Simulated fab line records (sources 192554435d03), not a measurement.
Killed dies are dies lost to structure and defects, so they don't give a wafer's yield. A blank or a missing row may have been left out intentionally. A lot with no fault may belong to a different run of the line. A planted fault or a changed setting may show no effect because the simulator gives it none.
Matching of chambers / flow n5 finfet / N5_BEOL_M8_DEP_56 on pecvd-02: 3 sister chambers
The step deposits SiCN from 3MS/NH3, target thk 10 nm, time 17.5 s. 6 wafers are shown with their chamber, then 8 later ones without.

EACH WAFER AND ITS CHAMBER
wafer=L083.6; chamber=1; throttle valve pct (%)=9.6; showerhead plenum p Torr (Torr)=3.674
wafer=L085.2; chamber=1; throttle valve pct (%)=9.3; showerhead plenum p Torr (Torr)=3.666
wafer=L085.6; chamber=2; throttle valve pct (%)=9.2; showerhead plenum p Torr (Torr)=3.651
wafer=L087.4; chamber=2; throttle valve pct (%)=9.1; showerhead plenum p Torr (Torr)=3.654
wafer=L087.5; chamber=0; throttle valve pct (%)=9.3; showerhead plenum p Torr (Torr)=3.659
wafer=L090.4; chamber=0; throttle valve pct (%)=9.3; showerhead plenum p Torr (Torr)=3.658

WAFERS MISSING THEIR CHAMBER
wafer=L090.5; throttle valve pct (%)=9.4; showerhead plenum p Torr (Torr)=3.672
wafer=L090.6; throttle valve pct (%)=9.2; showerhead plenum p Torr (Torr)=3.648
wafer=L093.1; throttle valve pct (%)=9.1; showerhead plenum p Torr (Torr)=3.646
wafer=L093.4; throttle valve pct (%)=8.7; showerhead plenum p Torr (Torr)=3.659
wafer=L093.5; throttle valve pct (%)=9.3; showerhead plenum p Torr (Torr)=3.657
wafer=L097.2; throttle valve pct (%)=9.2; showerhead plenum p Torr (Torr)=3.655
wafer=L097.4; throttle valve pct (%)=9.6; showerhead plenum p Torr (Torr)=3.678
wafer=L097.5; throttle valve pct (%)=9.3; showerhead plenum p Torr (Torr)=3.661

WHICH CHAMBER EACH WENT THROUGH
wafer=L090.5; from the rows above=1; in truth=1
wafer=L090.6; from the rows above=can't be placed: 2 or 0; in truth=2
wafer=L093.1; from the rows above=can't be placed: 2 or 0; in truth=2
wafer=L093.4; from the rows above=can't be placed: 2 or 0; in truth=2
wafer=L093.5; from the rows above=can't be placed: 0 or 2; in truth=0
wafer=L097.2; from the rows above=can't be placed: 2 or 0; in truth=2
wafer=L097.4; from the rows above=1; in truth=1
wafer=L097.5; from the rows above=can't be placed: 0 or 2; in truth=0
Correct placement for 2 of the 8. These rows do not allow placing 6 (true chamber among the candidates in 6). Number placed wrongly: 0.
How it was worked out, from the rows above alone: a wafer's distance from a chamber is the root of the sum, over the readings, of the square of ((its reading less the chamber's mean) divided by the reading's scatter). If the next closest chamber is less than 2 further off than the closest, the wafer can't be placed; otherwise it belongs to the closest. Each chamber's mean is taken over the wafers shown for it. How the scatter is found: for the shown wafers, subtract from each reading the mean of its chamber, square and add these, divide the total by (wafers less chambers), then take the root.
